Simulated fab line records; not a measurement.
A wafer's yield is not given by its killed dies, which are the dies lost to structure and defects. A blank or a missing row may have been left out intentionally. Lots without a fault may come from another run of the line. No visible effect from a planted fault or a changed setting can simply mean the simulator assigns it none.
Matching of chambers	flow nand-harc	4 sister chambers for NHARC_A_STAIRCASE_TRIM_220 on rie-diel-01
The step chemistry O2, time 211.2 s. 16 wafers are shown with their chamber, then 8 later ones without.

== WAFERS WITH THEIR CHAMBER ==
wafer	chamber	drypump-motor-current-A (A)	showerhead-plenum-p-Torr (Torr)	oes-product-au (a.u.)
L074.1	1	5.7	3.65	1.010
L074.5	0	5.9	3.58	0.998
L074.6	3	6.3	3.34	0.992
L077.4	3	6.3	3.33	0.980
L077.5	2	5.9	3.46	1.007
L077.6	1	5.7	3.64	1.011
L080.3	2	5.9	3.46	0.990
L080.4	3	6.4	3.33	0.987
L080.5	2	5.9	3.46	0.996
L085.3	0	5.9	3.56	0.996
L085.5	2	5.9	3.46	0.996
L085.6	3	6.4	3.32	0.991
L087.1	0	5.9	3.55	0.995
L087.5	0	5.9	3.55	0.982
L087.6	3	6.3	3.32	0.978
L090.2	2	5.9	3.45	1.006

SIGNATURES (means of the wafers above)
reading	chamber 0	chamber 1	chamber 2	chamber 3	scatter within a chamber
drypump-motor-current-A	5.900	5.700	5.900	6.340	0.0316
showerhead-plenum-p-Torr	3.5600	3.6450	3.4580	3.3280	0.00917
oes-product-au	0.99275	1.01050	0.99900	0.98560	0.00666
Rule: for each reading, subtract the chamber's mean from the wafer's reading, divide by that reading's scatter and square the result; add these up over the readings and take the root, which gives the wafer's distance from the chamber. The wafer belongs to the nearest chamber; if the next one is less than 2 further off, it can't be placed. The scatter is the square root of a quotient: the sum, over the shown wafers, of each reading's squared deviation from its chamber's mean, divided by wafers minus chambers.

== WAFERS WITHOUT THEIR CHAMBER ==
wafer	drypump-motor-current-A (A)	showerhead-plenum-p-Torr (Torr)	oes-product-au (a.u.)
L090.3	5.7	3.62	1.005
L090.4	5.9	3.55	0.991
L091.2	5.9	3.45	0.997
L091.5	6.3	3.31	0.997
L091.6	5.9	3.55	0.991
L093.2	5.7	3.61	1.014
L093.4	5.7	3.61	1.013
L093.5	6.4	3.31	0.968

== EACH ONE'S CHAMBER ==
wafer	from the rows above	in truth
L090.3	1	1
L090.4	0	0
L091.2	2	2
L091.5	3	3
L091.6	0	0
L093.2	1	1
L093.4	1	1
L093.5	3	3
Correctly placed: 8 of 8. From these rows, 0 cannot be placed. 0 placed wrongly.
